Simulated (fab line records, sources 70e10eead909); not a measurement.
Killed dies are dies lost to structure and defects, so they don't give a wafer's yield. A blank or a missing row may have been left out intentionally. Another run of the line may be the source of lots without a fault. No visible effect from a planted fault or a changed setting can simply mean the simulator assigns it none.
fab line records ; flow nandHarc
record: lots: 6; wafers: 18; lastDay: 25
route steps=1159 shown A_BLC@976 END@1159
lots with no fault: from the same line, run without faults
startH: hours from the record's opening day to when the first of the lot's shown wafers began ; waitH: time in hours since the lot's previous step ; " the same as in the row above ; L1.1+2: a single row standing in for several wafers ; - value missing, or start not given ; * or withheld: withheld ; < > ~ a bound
route shown NAME@n: NAME is a module with steps in the file, n the number in the route of the first one ; usual: mean/standard deviation of fault-free wafers ; same: alike in all rows ; chamber/n: place in a boat ; sites: the reading at each site ; _std_site: the values' standard deviation ; _edge_site: inner sites' mean taken away from outer sites' mean ; radiusMm: how far each site lies from the wafer's centre ; mask NAME#n: copy n ; behind: the most recent tool/chamber to have shaped the wafer ; hold: what put the lot on hold/how long, in hours/how the hold closed ; device: the n, p or np transistor that did not switch ; end of line: tests run on the same wafers once the route is complete ; step lacking rows: just its recipe ; killed: at the first sort, the dies lost to defects and structure; wafer yield is something else ; map: dies across one wafer; x = killed, . = not, _ = none there
set.NAME: the setting the step ran with; set.NAME@STEP: the setting that earlier step ran with ; model.NAME: the simulator's own value behind a step, which no gauge read
certain route steps with their lots: each step a table, each wafer a row
services: the hour from which a tool's chamber was out of use, counted from the record's first day as startH (under 0 if before that day), plus the number of hours and why
== steps ==
step: NHARC_A_BLC_INSPECT_12
usual: rawDefectCount: 30/13
lot.wafer;tool;chamber;startH;waitH;rawDefectCount
L676.2;defectInspect-01;-;400.79;0.0;15
L676.5;defectInspect-01;-;400.79;0.0;18
L676.6;defectInspect-01;-;400.79;0.0;22
L681.4;defectInspect-01;-;420.54;0.0;28
L681.5;defectInspect-01;-;420.54;0.0;27
L681.6;defectInspect-01;-;420.54;0.0;19
L689.1;defectInspect-01;-;460.97;0.0;28
L689.3;defectInspect-01;-;460.97;0.0;35
L689.6;defectInspect-01;-;460.97;0.0;46
L688.1;defectInspect-01;-;465.01;0.0;41
L688.2;defectInspect-01;-;465.01;0.0;39
L688.6;defectInspect-01;-;465.01;0.0;38
L698.3;defectInspect-02;-;508.08;0.0;46
L698.5;defectInspect-02;-;508.08;0.0;41
L698.6;defectInspect-02;-;508.08;0.0;49
L699.1;defectInspect-02;-;539.67;0.0;14
L699.5;defectInspect-02;-;539.67;0.0;11
L699.6;defectInspect-02;-;539.67;0.0;16
step: NHARC_A_BLC_DESCUM_15
recipe: timeS: 3; o2FlowSccm: 200; arFlowSccm: 0; biasPowerW: 0; chemistry: O2
step: NHARC_A_BLC_ETCH_16
recipe: targetDepthA: 390; overEtchFrac: 0.3; timeS: 65; ionEnergyEv: 80; cf4FlowSccm: 150; arFlowSccm: 0; rfW: 300; biasW: 100; chemistry: CF4
usual: drypumpMotorCurrentA: 5.5/0.34; oesProductAu: 1.005/0.011; rfVppV: 151.7/1.2; showerheadPlenumPTorr: 1.81/0.075; throttleValvePct: 13.284/0.0089
lot.wafer;tool;chamber;startH;waitH;drypumpMotorCurrentA;oesProductAu;rfHoursCounterH;rfVppV;showerheadPlenumPTorr;throttleValvePct
L676.2;rieDiel-08;2;400.93;0.1;5.4;1.015;8;151.4;1.72;13.285
L676.6;rieDiel-08;2;400.93;0.1;5.3;1.007;-;149.1;1.72;13.291
L676.5;rieDiel-08;3;400.93;0.1;5.6;1.001;-;152.3;1.77;13.280
L681.4;rieDiel-11;3;420.69;0.1;6.4;0.999;4;151.8;1.88;13.295
L681.6;rieDiel-11;3;420.69;0.1;6.4;1.013;-;152.5;1.88;13.281
L681.5;rieDiel-11;0;420.69;0.1;5.4;0.999;-;151.8;1.83;13.277
L689.3;rieDiel-11;1;461.14;0.1;5.7;1.005;9;150.6;1.68;13.290
L689.1;rieDiel-11;3;461.14;0.1;6.4;1.005;9;152.3;1.88;13.272
L689.6;rieDiel-11;0;461.14;0.1;5.4;0.998;-;152.6;1.83;13.292
L688.2;rieDiel-08;0;465.16;0.1;5.5;0.988;18;152.6;1.89;13.286
L688.1;rieDiel-08;1;465.16;0.1;5.1;1.004;18;153.0;1.89;13.267
L688.6;rieDiel-08;0;465.16;0.1;5.5;0.996;-;154.2;1.89;13.293
L698.3;rieDiel-08;3;508.26;0.1;5.6;1.027;2;150.4;1.76;13.277
L698.5;rieDiel-08;1;508.26;0.1;5.1;1.004;-;152.0;1.89;13.290
L698.6;rieDiel-08;2;508.26;0.1;5.3;1.010;-;150.6;1.71;13.286
L699.1;rieDiel-08;3;539.82;0.1;5.6;1.025;5;150.4;1.76;13.271
L699.5;rieDiel-08;2;539.82;0.1;5.4;1.021;-;150.7;1.71;13.286
L699.6;rieDiel-08;3;539.82;0.1;5.6;1.021;-;150.3;1.76;13.289
step: NHARC_A_BLC_ETCH_17
recipe: targetDepthA: 3900; overEtchFrac: 0.25; timeS: 609.38; ionEnergyEv: 200; n2FlowSccm: 150; h2FlowSccm: 150; arFlowSccm: 0; rfW: 400; biasW: 150; chemistry: N2/H2
step: NHARC_A_BLC_ETCH_18
recipe: targetDepthA: 9100; c4f8FlowSccm: 20; o2FlowSccm: 10; arFlowSccm: withheld; rfW: 600; biasW: 1500; chemistry: C4F8/O2/Ar
step: NHARC_A_BLC_CD_MEAS_19
usual: cdNm: 99.9/2.1
lot.wafer;tool;chamber;startH;waitH;cdNm
L676.2;cdSem-03;-;401.81;-;99.9
L676.5;cdSem-03;-;401.81;-;102.0
L676.6;cdSem-03;-;401.81;-;100.4
L681.4;cdSem-01;-;421.58;-;98.8
L681.5;cdSem-01;-;421.58;-;101.3
L681.6;cdSem-01;-;421.58;-;97.2
L689.1;cdSem-02;-;462.18;-;101.8
L689.3;cdSem-02;-;462.18;-;102.1
L689.6;cdSem-02;-;462.18;-;102.6
L688.1;cdSem-01;-;466.04;-;96.9
L688.2;cdSem-01;-;466.04;-;99.9
L688.6;cdSem-01;-;466.04;-;100.2
L698.3;cdSem-02;-;509.13;-;96.0
L698.5;cdSem-02;-;509.13;-;98.8
L698.6;cdSem-02;-;509.13;-;97.3
L699.1;cdSem-01;-;540.70;-;97.6
L699.5;cdSem-01;-;540.70;-;100.8
L699.6;cdSem-01;-;540.70;-;97.7
step: NHARC_A_BLC_STRIP_29
recipe: cf4FlowSccm: 150; arFlowSccm: 0; biasW: 0; chemistry: CF4
usual: drypumpMotorCurrentA: 5.6/0.35; oesProductAu: 1.005/0.012; rfVppV: 59.6/0.91; showerheadPlenumPTorr: 1.80/0.076; throttleValvePct: 13.282/0.0092
lot.wafer;tool;chamber;startH;waitH;drypumpMotorCurrentA;oesProductAu;rfHoursCounterH;rfVppV;showerheadPlenumPTorr;throttleValvePct
L676.2;rieDiel-02;2;401.90;0.1;6.1;0.998;23;59.7;1.75;13.287
L676.5;rieDiel-02;1;401.90;0.1;5.5;0.994;-;58.9;1.71;13.270
L676.6;rieDiel-02;2;401.90;0.1;6.1;0.995;-;59.0;1.75;13.279
L681.4;rieDiel-08;1;421.66;0.1;5.1;0.998;12;58.9;1.89;13.279
L681.6;rieDiel-08;0;421.66;0.1;5.5;0.991;-;59.0;1.89;13.256
L681.5;rieDiel-08;1;421.66;0.1;5.1;0.999;-;59.0;1.89;13.269
L689.3;rieDiel-08;3;462.25;0.1;5.6;1.015;17;58.7;1.76;13.283
L689.1;rieDiel-08;2;462.25;0.1;5.4;1.026;16;59.5;1.71;13.280
L689.6;rieDiel-08;3;462.25;0.1;5.6;1.010;-;61.3;1.76;13.285
L688.2;rieDiel-02;2;466.11;0.1;6.1;0.990;48;57.6;1.74;13.283
L688.1;rieDiel-02;1;466.11;0.1;5.5;0.991;45;59.2;1.70;13.285
L688.6;rieDiel-02;3;466.11;0.1;5.4;0.999;-;59.4;1.82;13.271
L698.3;rieDiel-11;0;509.22;0.1;5.3;1.011;14;59.3;1.83;13.275
L698.6;rieDiel-11;0;509.22;0.1;5.4;0.993;-;59.6;1.83;13.277
L698.5;rieDiel-11;2;509.22;0.1;5.8;1.003;-;60.0;1.88;13.287
L699.1;rieDiel-02;2;540.82;0.1;6.1;1.010;10;58.1;1.74;13.301
L699.5;rieDiel-02;3;540.82;0.1;5.4;0.994;-;58.9;1.81;13.280
L699.6;rieDiel-02;0;540.82;0.1;5.4;0.979;-;60.1;1.72;13.298
step: NHARC_A_BLC_STRIP_21
recipe: o2FlowSccm: 500; arFlowSccm: 0; biasW: 0; chemistry: O2
usual: drypumpMotorCurrentA: 5.6/0.36; oesProductAu: 1.004/0.011; rfVppV: 58.0/0.85; showerheadPlenumPTorr: 3.60/0.15; throttleValvePct: 17.036/0.0074
lot.wafer;tool;chamber;startH;waitH;drypumpMotorCurrentA;oesProductAu;rfHoursCounterH;rfVppV;showerheadPlenumPTorr;throttleValvePct
L676.2;rieDiel-02;2;401.99;0.1;6.1;0.999;23;57.8;3.49;17.022
L676.5;rieDiel-02;2;401.99;0.1;6.1;0.993;-;58.1;3.49;17.046
L676.6;rieDiel-02;3;401.99;0.1;5.4;1.020;-;57.3;3.64;17.039
L681.4;rieDiel-08;0;421.77;0.1;5.5;0.978;13;57.7;3.77;17.033
L681.6;rieDiel-08;2;421.77;0.1;5.4;1.003;-;58.8;3.42;17.035
L681.5;rieDiel-08;3;421.77;0.1;5.6;0.997;-;58.9;3.52;17.039
L689.1;rieDiel-08;1;462.36;0.1;5.1;0.996;17;57.7;3.77;17.043
L689.3;rieDiel-08;3;462.36;0.1;5.6;1.014;17;57.1;3.52;17.050
L689.6;rieDiel-08;1;462.36;0.1;5.1;1.009;-;57.8;3.77;17.028
L688.1;rieDiel-02;0;466.23;0.1;5.5;0.995;46;58.3;3.45;17.035
L688.2;rieDiel-02;2;466.23;0.1;6.1;1.000;48;56.8;3.48;17.035
L688.6;rieDiel-02;3;466.23;0.1;5.5;1.007;-;59.6;3.63;17.036
L698.3;rieDiel-11;0;509.35;0.1;5.4;1.002;14;58.1;3.64;17.044
L698.5;rieDiel-11;2;509.35;0.1;5.8;1.023;-;59.4;3.76;17.036
L698.6;rieDiel-11;3;509.35;0.1;6.4;1.013;-;58.1;3.74;17.028
L699.1;rieDiel-02;1;540.91;0.1;5.6;0.995;11;58.1;3.39;17.023
L699.5;rieDiel-02;0;540.91;0.1;5.4;0.990;-;56.9;3.44;17.034
L699.6;rieDiel-02;1;540.91;0.1;5.6;0.996;-;58.3;3.39;17.035
step: NHARC_A_BLC_STRIP_22
recipe: timeS: 600; tempC: 30; chemistry: postEtchResidueRemover
step: NHARC_A_BLC_DEGAS_30
recipe: tempC: 300; timeS: 60
usual: heaterPowerW: 477/29
lot.wafer;tool;chamber;startH;waitH;heaterPowerW
L676.2;pvdSputter-02;-;402.41;-;435
L676.5;pvdSputter-02;-;402.41;-;439
L676.6;pvdSputter-02;-;402.41;-;498
L681.4;pvdSputter-03;-;422.18;-;479
L681.6;pvdSputter-03;-;422.18;-;506
L681.5;pvdSputter-03;-;422.18;-;476
L689.1;pvdSputter-01;-;462.79;-;416
L689.3;pvdSputter-01;-;462.79;-;506
L689.6;pvdSputter-01;-;462.79;-;479
L688.1;pvdSputter-01;-;466.64;-;467
L688.2;pvdSputter-01;-;466.64;-;439
L688.6;pvdSputter-01;-;466.64;-;430
L698.3;pvdSputter-02;-;509.76;-;474
L698.5;pvdSputter-02;-;509.76;-;467
L698.6;pvdSputter-02;-;509.76;-;525
L699.1;pvdSputter-01;-;541.35;-;416
L699.6;pvdSputter-01;-;541.35;-;522
L699.5;pvdSputter-01;-;541.35;-;488
step: NHARC_A_BLC_PRE_CLEAN_31
recipe: timeS: 15; biasV: 250; gas: Ar
step: NHARC_A_BLC_PVD_32
recipe: targetThkA: 50; chamberPressurePa: 5; powerW: 5000; substrateTempC: 200; timeS: 17.7; material: Ti
step: NHARC_A_BLC_ALD_23
recipe: targetThkA: 30; pulseTimeS: 1; aldCycles: 150; tempC: 450; material: TiN
usual: aldCycles: 150/0; heaterPowerW: 1079/150; precursorPulseHeightRel: 1.000/0.019
lot.wafer;tool;chamber;startH;waitH;aldCycles;heaterPowerW;precursorPulseHeightRel
L676.2;aldMetal-01;1;402.66;-;150;1107;1.013
L676.5;aldMetal-01;1;402.66;-;150;1103;1.007
L676.6;aldMetal-01;2;402.66;-;150;1050;1.042
L681.4;aldMetal-02;0;422.47;-;150;962;0.981
L681.5;aldMetal-02;2;422.47;-;150;1300;1.013
L681.6;aldMetal-02;3;422.47;-;150;1060;0.982
L689.1;aldMetal-02;1;463.04;-;65;1314;1.001
L689.3;aldMetal-02;3;463.04;-;150;1049;1.002
L689.6;aldMetal-02;0;463.04;-;65;946;0.984
L688.2;aldMetal-02;1;466.94;-;150;1321;1.030
L688.1;aldMetal-02;3;466.94;-;65;1049;0.969
L688.6;aldMetal-02;2;466.94;-;65;1293;1.032
L698.3;aldMetal-03;2;510.18;-;150;994;1.000
L698.6;aldMetal-03;0;510.18;-;150;943;1.012
L698.5;aldMetal-03;1;510.18;-;150;888;0.957
L699.1;aldMetal-01;1;541.63;-;150;1175;1.009
L699.6;aldMetal-01;2;541.63;-;150;1097;0.986
L699.5;aldMetal-01;3;541.63;-;150;1111;0.980
step: NHARC_A_BLC_CVD_24
recipe: targetThkA: 1500; tempC: 300; pressureTorr: 40; wf6FlowSccm: 40; h2FlowSccm: 1600; arFlowSccm: 1560; timeS: 434; material: W
usual: heaterPowerW: 504/50; mfcWf6Sccm: 40.02/0.12; throttleValvePct: 8.3/0.37
lot.wafer;tool;chamber;startH;waitH;heaterPowerW;mfcWf6Sccm;throttleValvePct
L676.2;cvdW-01;1;-;-;508;40.22;8.1
L676.5;cvdW-01;0;-;-;440;40.11;8.5
L676.6;cvdW-01;1;-;-;534;39.99;8.0
L681.4;cvdW-01;1;-;-;513;39.91;7.9
L681.5;cvdW-01;0;-;-;437;39.67;8.7
L681.6;cvdW-01;1;-;-;522;40.06;8.0
L689.1;cvdW-01;1;-;-;530;40.10;8.3
L689.3;cvdW-01;1;-;-;531;40.03;8.2
L689.6;cvdW-01;1;-;-;530;40.15;8.4
L688.2;cvdW-01;1;-;-;531;39.79;8.0
L688.1;cvdW-01;0;-;-;439;39.99;8.5
L688.6;cvdW-01;0;-;-;446;39.97;8.9
L698.3;cvdW-02;0;-;-;571;39.98;7.8
L698.6;cvdW-02;1;-;-;502;40.10;8.7
L698.5;cvdW-02;0;-;-;566;40.10;8.0
L699.1;cvdW-01;1;-;-;480;40.13;7.9
L699.5;cvdW-01;0;-;-;444;40.29;8.5
L699.6;cvdW-01;1;-;-;504;40.17;7.9
step: NHARC_END_SORT_01
recipe: tempC: 25
usual: killedAtArray: 25/9.2; killedAtOther: 0.8/1.2; killedAtPeriphery: 3.9/2.6; killedDies: 30/9.7; killedOpen: 3.4/1.9; killedShort: 2.0/1.4
same: grossDies: 677
lot.wafer;tool;chamber;startH;waitH;hold;killedAtArray;killedAtOther;killedAtPeriphery;killedDies;killedOpen;killedShort
L676.2;prober-01;0;460.05;2.8;-;18;0;7;25;3;5
L676.5;prober-01;0;462.44;3.7;-;19;1;7;27;4;0
L676.6;prober-01;0;463.24;4.0;-;23;0;4;27;2;1
L681.4;prober-01;0;469.40;3.4;-;21;0;1;22;1;0
L681.5;prober-01;0;470.20;3.7;-;20;0;5;25;4;3
L681.6;prober-01;0;470.99;4.0;-;17;0;5;22;2;2
L689.1;prober-02;0;507.47;2.5;awaitDispo/3.3h/release;673;0;4;677;0;2
L689.3;prober-02;0;509.08;3.1;awaitDispo/3.3h/release;35;0;6;41;3;2
L689.6;prober-02;0;511.49;4.0;awaitDispo/3.3h/release;667;3;7;677;1;4
L688.1;prober-01;0;515.18;2.5;awaitDispo/3.2h/release;674;1;2;677;1;1
L688.2;prober-01;0;515.98;2.8;awaitDispo/3.2h/release;27;1;6;34;3;1
L688.6;prober-01;0;519.20;4.0;awaitDispo/3.2h/release;668;4;5;677;5;1
L698.3;prober-01;0;561.19;3.1;-;41;0;0;41;2;4
L698.5;prober-01;0;562.76;3.6;-;28;1;2;31;7;1
L698.6;prober-01;0;563.54;3.9;-;29;1;3;33;4;1
killed by level:class
L676.2 A_SLIT:chamberFilmFlake=8 A_WL_FILL:geometricParticle:short=3 P_STI:chamberFilmFlake=3 A_STAIRCASE:chamberFilmFlake=2 P_CONTACT:geometricParticle:open=1 P_CONTACT:geometricParticle:short=1 P_M0:geometricParticle:open=1 A_SGD_CUT:geometricParticle:short=1
L676.5 A_SLIT:chamberFilmFlake=7 P_STI:chamberFilmFlake=4 A_BONDPAD:chamberFilmFlake=4 A_CONTACT:chamberFilmFlake=3 P_M0:geometricParticle:open=2 A_CHANNEL_HOLE_D1:chamberFilmFlake=2 A_WL_FILL:geometricParticle:open=1 A_CONTACT:geometricParticle:open=1
L676.6 A_SLIT:chamberFilmFlake=8 A_BONDPAD:chamberFilmFlake=5 A_STAIRCASE:chamberFilmFlake=4 A_CHANNEL_HOLE_D1:chamberFilmFlake=3 P_ZERO_WELL:chamberFilmFlake=2 P_GATE:geometricParticle:open=1 A_ONON_D1:geometricParticle:short=1 A_WL_FILL:geometricParticle:open=1
L681.4 A_SLIT:chamberFilmFlake=7 A_STAIRCASE:chamberFilmFlake=7 A_CONTACT:chamberFilmFlake=4 P_M1:geometricParticle:open=1 A_CHANNEL_HOLE_D1:chamberFilmFlake=1 A_SGD_CUT:chamberFilmFlake=1 A_M1:chamberFilmFlake=1
L681.5 A_SLIT:chamberFilmFlake=8 P_STI:chamberFilmFlake=3 A_CHANNEL_HOLE_D1:chamberFilmFlake=3 P_M0:geometricParticle:open=2 A_CONTACT:geometricParticle:open=2 A_CONTACT:chamberFilmFlake=2 A_ONON_D1:geometricParticle:short=1 A_CHANNEL_HOLE_D1:geometricParticle:short=1
L681.6 A_SLIT:chamberFilmFlake=8 A_STAIRCASE:chamberFilmFlake=4 A_CHANNEL_HOLE_D1:chamberFilmFlake=3 P_STI:geometricParticle:short=1 P_CONTACT:geometricParticle:open=1 P_M0:geometricParticle:open=1 A_ONON_D1:geometricParticle:short=1 P_STI:chamberFilmFlake=1
L689.1 A_BLC:areaAld=654 A_CHANNEL_HOLE_D1:chamberFilmFlake=12 A_WL_FILL:chamberFilmFlake=2 A_ONON_D1:geometricParticle:short=2 P_M0:chamberFilmFlake=2 P_ZERO_WELL:chamberFilmFlake=1 P_GATE:chamberFilmFlake=1 A_ZERO_WELL:chamberFilmFlake=1
L689.3 A_CHANNEL_HOLE_D1:chamberFilmFlake=22 A_CONTACT:chamberFilmFlake=5 P_GATE:chamberFilmFlake=3 A_WL_FILL:chamberFilmFlake=3 P_M0:chamberFilmFlake=2 P_BONDPAD:geometricParticle:open=1 A_ONON_D1:geometricParticle:short=1 A_WL_FILL:geometricParticle:short=1
L689.6 A_BLC:areaAld=630 A_CHANNEL_HOLE_D1:chamberFilmFlake=19 A_CONTACT:chamberFilmFlake=8 P_M0:chamberFilmFlake=4 P_GATE:chamberFilmFlake=3 A_M0:geometricParticle:short=2 A_ZERO_WELL:chamberFilmFlake=2 A_SGD_CUT:chamberFilmFlake=2
L688.1 A_BLC:areaAld=648 A_SLIT:chamberFilmFlake=11 A_CHANNEL_HOLE_D1:chamberFilmFlake=7 A_CONTACT:chamberFilmFlake=5 A_STAIRCASE:chamberFilmFlake=2 P_M0:geometricParticle:short=1 A_SGD_CUT:geometricParticle:open=1 P_GATE:chamberFilmFlake=1
L688.2 A_SLIT:chamberFilmFlake=16 A_CONTACT:chamberFilmFlake=5 P_ZERO_WELL:chamberFilmFlake=4 A_CHANNEL_HOLE_D1:chamberFilmFlake=2 A_STAIRCASE:chamberFilmFlake=2 P_CONTACT:geometricParticle:short=1 P_CONTACT:geometricParticle:open=1 A_SLIT:geometricParticle:open=1
L688.6 A_BLC:areaAld=637 A_SLIT:chamberFilmFlake=14 A_CONTACT:chamberFilmFlake=5 THIN_TSV:chamberFilmFlake=4 P_ZERO_WELL:chamberFilmFlake=3 A_CHANNEL_HOLE_D1:chamberFilmFlake=3 A_STAIRCASE:chamberFilmFlake=3 A_ONON_D1:geometricParticle:open=2
L698.3 A_SLIT:chamberFilmFlake=15 A_CONTACT:chamberFilmFlake=12 A_CHANNEL_HOLE_D1:chamberFilmFlake=6 A_WL_FILL:chamberFilmFlake=2 A_ONON_D1:geometricParticle:short=1 A_CHANNEL_HOLE_D1:geometricParticle:short=1 A_CHANNEL_HOLE_D1:geometricParticle:open=1 A_CHANNEL_FILL_D1:geometricParticle:short=1
L698.5 A_SLIT:chamberFilmFlake=10 A_CONTACT:chamberFilmFlake=6 A_CHANNEL_HOLE_D1:chamberFilmFlake=5 A_M0:geometricParticle:open=3 A_CHANNEL_FILL_D1:geometricParticle:open=2 P_M0:geometricParticle:open=1 A_CONTACT:geometricParticle:open=1 P_BONDPAD:chamberFilmFlake=1
L698.6 A_CONTACT:chamberFilmFlake=10 A_SLIT:chamberFilmFlake=8 A_CHANNEL_HOLE_D1:chamberFilmFlake=6 P_GATE:geometricParticle:open=1 P_M0:geometricParticle:open=1 A_CHANNEL_HOLE_D1:geometricParticle:short=1 A_CHANNEL_FILL_D1:geometricParticle:open=1 A_CONTACT:geometricParticle:open=1
map L688.1 (x killed, . not)
____________x____________
_________xxxxxxx_________
_______xxxxxxxxxxx_______
______xxxxxxxxxxxxx______
_____xxxxxxxxxxxxxxx_____
____xxxxxxxxxxxxxxxxx____
____xxxxxxxxxxxxxxxxx____
___xxxxxxxxxxxxxxxxxxx___
___xxxxxxxxxxxxxxxxxxx___
__xxxxxxxxxxxxxxxxxxxxx__
__xxxxxxxxxxxxxxxxxxxxx__
_xxxxxxxxxxxxxxxxxxxxxxx_
_xxxxxxxxxxxxxxxxxxxxxxx_
_xxxxxxxxxxxxxxxxxxxxxxx_
_xxxxxxxxxxxxxxxxxxxxxxx_
_xxxxxxxxxxxxxxxxxxxxxxx_
xxxxxxxxxxxxxxxxxxxxxxxxx
xxxxxxxxxxxxxxxxxxxxxxxxx
xxxxxxxxxxxxxxxxxxxxxxxxx
xxxxxxxxxxxxxxxxxxxxxxxxx
xxxxxxxxxxxxxxxxxxxxxxxxx
_xxxxxxxxxxxxxxxxxxxxxxx_
_xxxxxxxxxxxxxxxxxxxxxxx_
_xxxxxxxxxxxxxxxxxxxxxxx_
_xxxxxxxxxxxxxxxxxxxxxxx_
_xxxxxxxxxxxxxxxxxxxxxxx_
__xxxxxxxxxxxxxxxxxxxxx__
__xxxxxxxxxxxxxxxxxxxxx__
___xxxxxxxxxxxxxxxxxxx___
___xxxxxxxxxxxxxxxxxxx___
____xxxxxxxxxxxxxxxxx____
____xxxxxxxxxxxxxxxxx____
_____xxxxxxxxxxxxxxx_____
______xxxxxxxxxxxxx______
_______xxxxxxxxxxx_______
_________xxxxxxx_________
____________x____________
map L689.1 (x killed, . not)
____________x____________
_________xxxxxxx_________
_______xxxxxxxxxxx_______
______xxxxxxxxxxxxx______
_____xxxxxxxxxxxxxxx_____
____xxxxxxxxxxxxxxxxx____
____xxxxxxxxxxxxxxxxx____
___xxxxxxxxxxxxxxxxxxx___
___xxxxxxxxxxxxxxxxxxx___
__xxxxxxxxxxxxxxxxxxxxx__
__xxxxxxxxxxxxxxxxxxxxx__
_xxxxxxxxxxxxxxxxxxxxxxx_
_xxxxxxxxxxxxxxxxxxxxxxx_
_xxxxxxxxxxxxxxxxxxxxxxx_
_xxxxxxxxxxxxxxxxxxxxxxx_
_xxxxxxxxxxxxxxxxxxxxxxx_
xxxxxxxxxxxxxxxxxxxxxxxxx
xxxxxxxxxxxxxxxxxxxxxxxxx
xxxxxxxxxxxxxxxxxxxxxxxxx
xxxxxxxxxxxxxxxxxxxxxxxxx
xxxxxxxxxxxxxxxxxxxxxxxxx
_xxxxxxxxxxxxxxxxxxxxxxx_
_xxxxxxxxxxxxxxxxxxxxxxx_
_xxxxxxxxxxxxxxxxxxxxxxx_
_xxxxxxxxxxxxxxxxxxxxxxx_
_xxxxxxxxxxxxxxxxxxxxxxx_
__xxxxxxxxxxxxxxxxxxxxx__
__xxxxxxxxxxxxxxxxxxxxx__
___xxxxxxxxxxxxxxxxxxx___
___xxxxxxxxxxxxxxxxxxx___
____xxxxxxxxxxxxxxxxx____
____xxxxxxxxxxxxxxxxx____
_____xxxxxxxxxxxxxxx_____
______xxxxxxxxxxxxx______
_______xxxxxxxxxxx_______
_________xxxxxxx_________
____________x____________
== services ==
tool;chamber;startH;hours;kind
aldMetal-03;-;379.62;1.8;repair
aldMetal-02;3;383.71;13.3;repair
rieDiel-08;0;384.53;-;clean
rieDiel-08;1;384.53;-;clean
rieDiel-08;2;384.53;-;clean
rieDiel-08;3;384.53;-;clean
pvdSputter-02;-;392.04;10.0;pm
aldMetal-01;-;393.18;0.5;repair
aldMetal-03;2;400.58;3.5;repair
aldMetal-01;-;437.58;2.8;repair
pvdSputter-01;-;438.65;3.7;repair
rieDiel-11;2;455.87;6.0;repair
aldMetal-01;-;458.00;10.0;pm
pvdSputter-03;-;458.09;10.0;pm
rieDiel-11;2;465.20;21.8;repair
rieDiel-08;-;478.97;9.0;pm
cvdW-01;-;480.87;13.0;pm
aldMetal-01;3;486.49;5.1;repair
aldMetal-03;-;500.00;10.0;pm
rieDiel-02;-;504.98;9.0;pm
pvdSputter-01;-;514.00;10.0;pm
aldMetal-01;-;535.45;2.7;repair
aldMetal-02;-;542.00;10.0;pm
rieDiel-11;-;543.50;9.0;pm
== key ==
firstSign: step: NHARC_A_BLC_ALD_23; reading: aldCycles; direction: down; sigmas: 99+; usual: 150; struck: 65
effect: step: NHARC_END_SORT_01; reading: killedAtArray; direction: up; sigmas: 70; usual: 25; struck: 670
moreKillsBornAt: NHARC_A_BLC_ALD_23@aldMetal-02: 2569
metAt NHARC_A_BLC_ALD_23
struckWafers L688.1,L688.6,L689.1,L689.6
laterRowsLeftOut L688.1,L688.6,L689.1,L689.6
testerLeftOut L688,L689
onsetBetween 422.47 463.04
fault: kind: processParameterDrift; tool: aldMetal-02; chamber: -; onsetH: 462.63; steps: NHARC_A_BLC_ALD_23; channel: aldCycles; offset: -85; shape: step; endH: 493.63; scope: struckWafersOnly; actsIn: theseRecipesOnly; stated: 150
testerLeftOut: of these lots the tester's yield and bins aren't shown, on N5 and GAA mostly nor the transistor test; their killed dies are dies lost to structure and defects alone, not to doping, threshold or leakage, so they don't give the yield
laterRowsLeftOut: the simulator's readings of these wafers behind a module that went badly wrong aren't trusted and aren't shown, but for the sort
